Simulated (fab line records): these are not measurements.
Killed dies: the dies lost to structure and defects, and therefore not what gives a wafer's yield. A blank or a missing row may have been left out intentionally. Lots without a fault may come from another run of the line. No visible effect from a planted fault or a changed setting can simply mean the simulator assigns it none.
Comparing a struck lot with a sound one	flow nand-harc	13 steps out of a route of 1302
Sound: these wafers, L227.3, L227.4, L227.6. Wafers struck: L232.4, L232.5, L232.6. The cause is named last.
For every step that has rows: the tool of each side, followed by ch and its chambers, followed by its first start. Under that, the readings that differ: sound wafers	struck wafers	difference of the means	sigmas: that difference in standard deviations of wafers without a fault.
alike: words and numbers the same on both sides, and readings whose means are apart by under 2 such deviations; not compared: readings that were withheld, readings missing a value for some wafer, numbers with overlapping values and no deviation given by the record, and bounds like >300 which may hide the same value.
Wherever a step has rows on one side only, a row that says differs or no value, or a row with sigmas, the two part there. Non-overlapping numbers with no deviation appear without sigmas and do not part them. A reading that every wafer of one side lacks parts them only if that side has two wafers or more.

NHARC_A_STAIRCASE_DEP_417: deposits Si3N4, target thk 60 nm.
  sound on pecvd-03 ch 0,1,2, day 18 21:16; struck on pecvd-03 ch 0,1,2, day 21 19:16
  alike: heater-power-w, rf-fwd-power-W, susceptor-temp-C
then, 3 steps without rows for these wafers: NHARC_A_STAIRCASE_WET_418 (chemistry H3PO4, target depth 20 nm); NHARC_A_STAIRCASE_PRECLEAN_419 (cleans in SC1); NHARC_A_STAIRCASE_SRD_421.
NHARC_A_STAIRCASE_ALD_420: deposits SiO2, target thk 20 nm, pulse time 6 s, ald cycles 200.
  sound on ald-hk-03 ch 0,1,2, day 19 01:50; struck on ald-hk-04 ch 0,2,3, day 21 22:10
  alike: heater-power-w, precursor-pulse-height-rel, susceptor-temp-C
then, 1 step without rows for these wafers: NHARC_A_STAIRCASE_CVD_552 (deposits SiNx, target thk 40 nm).
NHARC_A_STAIRCASE_DEP_151: deposits SiO2, target thk 7200 nm.
  sound on pecvd-03 ch 0,1, day 19 11:02; struck on pecvd-03 ch 0,1,2, day 22 06:16
  alike: heater-power-w, rf-fwd-power-W, susceptor-temp-C
then, 1 step without rows for these wafers: NHARC_A_STAIRCASE_ANNEAL_320 (time 1800 s).
NHARC_A_STAIRCASE_DEP_322: deposits SiO2, target thk 7200 nm.
  sound on pecvd-03 ch 0,1, day 19 20:01; struck on pecvd-03 ch 0,1,2, day 22 19:13
  alike: heater-power-w, rf-fwd-power-W, susceptor-temp-C
then, 1 step without rows for these wafers: NHARC_A_STAIRCASE_ANNEAL_323 (time 1800 s).
NHARC_A_STAIRCASE_DEP_325: deposits SiO2, target thk 7200 nm.
  sound on pecvd-01 ch 0,1,2, day 20 03:13; struck on pecvd-03 ch 0,1,2, day 23 02:34
  alike: heater-power-w, rf-fwd-power-W, susceptor-temp-C
then, 1 step without rows for these wafers: NHARC_A_STAIRCASE_ANNEAL_326 (time 1800 s).
-- record jumps: 7 days between struck wafers' starts before vs after; left off in module A_STAIRCASE, resumes in module END, first step shown is number 1302 of the route --
NHARC_END_SORT_01:
  sound on prober-01 ch 0, day 25 20:13; struck on prober-02 ch 0, day 30 09:54
reading	sound	struck	difference	sigmas
killed-at-array	44 46 52	672 669 667	+622	+39
killed-dies	49 53 54	677 677 677	+625	+39
  alike: killed-at-other, killed-at-periphery, killed-open, killed-short
  not compared: hold

## WHERE THEY PART
Within this record, at NHARC_END_SORT_01 only.

WHY: what the simulator had put in
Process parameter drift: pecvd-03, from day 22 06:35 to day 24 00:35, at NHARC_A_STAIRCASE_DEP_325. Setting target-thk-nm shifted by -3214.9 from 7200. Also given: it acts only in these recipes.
